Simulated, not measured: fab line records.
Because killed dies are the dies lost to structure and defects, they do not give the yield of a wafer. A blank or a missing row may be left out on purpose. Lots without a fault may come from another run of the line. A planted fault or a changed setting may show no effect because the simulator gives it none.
Matching of chambers ; flow nandHarc ; NHARC_A_M0_ETCH_34 on rieDiel-03 has 4 sister chambers
The step etches the open film in N2/H2, target depth 40 nm, overetch 12 nm, time 43.94 s. 4 wafers are shown with their chamber, then 11 later ones without.

## WAFERS WITH THEIR CHAMBER
wafer;chamber;rfVppV (V)
L085.2;3;427.0
L088.1;2;430.6
L088.6;0;434.3
L089.2;1;428.7

## WAFERS WITH NO CHAMBER GIVEN
wafer;rfVppV (V)
L089.5;431.9
L089.6;427.7
L094.2;428.0
L094.5;430.3
L094.6;431.4
L093.1;427.7
L093.2;434.6
L093.6;427.8
L097.3;429.3
L097.4;435.2
L097.6;434.3

## THE CHAMBER EACH PASSED THROUGH
wafer;from the rows above;in truth
L089.5;can't be placed: 2 or 0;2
L089.6;can't be placed: 3 or 1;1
L094.2;can't be placed: 1 or 3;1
L094.5;can't be placed: 2 or 1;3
L094.6;2;2
L093.1;can't be placed: 3 or 1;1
L093.2;0;0
L093.6;can't be placed: 3 or 1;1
L097.3;can't be placed: 1 or 2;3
L097.4;0;0
L097.6;0;0
Placed correctly: 4 of 11. Cannot be placed on the basis of these rows: 7; the candidates contain the true chamber in 5. Placed wrongly: 0.
How it was worked out, from the rows above alone: a wafer's distance from a chamber is the root of the sum, over the readings, of the square of ((its reading less the chamber's mean) divided by the reading's scatter). If the next closest chamber is less than 2 further off than the closest, the wafer can't be placed; otherwise it belongs to the closest. The mean given for a chamber averages the wafers shown for that chamber. The scatter (one wafer shown for each chamber): square how far every hidden wafer sits from the nearest shown wafer, average those squares and take the square root.
